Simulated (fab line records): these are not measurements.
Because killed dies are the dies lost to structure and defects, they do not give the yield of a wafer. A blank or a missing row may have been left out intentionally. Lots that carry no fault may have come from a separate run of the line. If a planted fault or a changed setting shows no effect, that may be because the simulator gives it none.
A single fault, viewed from 2 desks / flow n5-finfet / numbers are kept per desk, each desk with only its own; the story behind them comes last

== FROM THE METROLOGY DESK ==
What the gauges read, lot by lot, whatever tool the lot ran on: means of the sampled wafers that have a number. Any lot whose mean is over 4 standard deviations away from the usual mean is out of limits and marked OUT; that distance is given in the brackets.
Columns: A = cd-nm at N5_BEOL_M14_CD_MEAS_17, usual 250.8 nm
lot=L774; first seen here=day 11 23:20; A=247.8
lot=L781; first seen here=day 13 02:42; A=250.1
lot=L782; first seen here=day 13 06:23; A=252.8
lot=L790; first seen here=day 15 12:44; A=250.8
lot=L789; first seen here=day 15 15:36; A=248.8
lot=L793; first seen here=day 16 08:56; A=250.9
This desk's verdict: no lot among the 6 shows anything out of limits.

== AT THE TOOL OWNER'S DESK: litho-track-02 ==
The tool's own readings at N5_BEOL_M14_DEVELOP_27 (develop time 45 s): means of the sampled wafers that have a number, for each lot that ran on this tool. Any lot whose mean is over 4 standard deviations away from the usual mean is out of limits and marked OUT; that distance is given in the brackets.
Columns: A = chill-plate-temp-C at N5_BEOL_M14_DEVELOP_27, usual 22.99 C; B = developer-temp-C at N5_BEOL_M14_DEVELOP_27, usual 21.00 C; C = exhaust-pa at N5_BEOL_M14_DEVELOP_27, usual 45.1 Pa
lot=L789; first seen here=day 15 15:56; A=23.02; B=21.00; C=45.9
This desk's finding: nothing out of limits on the one lot.

== TAKEN TOGETHER ==
From the metrology desk's view, nothing was out of limits.
Nothing out of limits was seen by the tool owner's desk.

== WHAT THE SIMULATOR PUT IN ==
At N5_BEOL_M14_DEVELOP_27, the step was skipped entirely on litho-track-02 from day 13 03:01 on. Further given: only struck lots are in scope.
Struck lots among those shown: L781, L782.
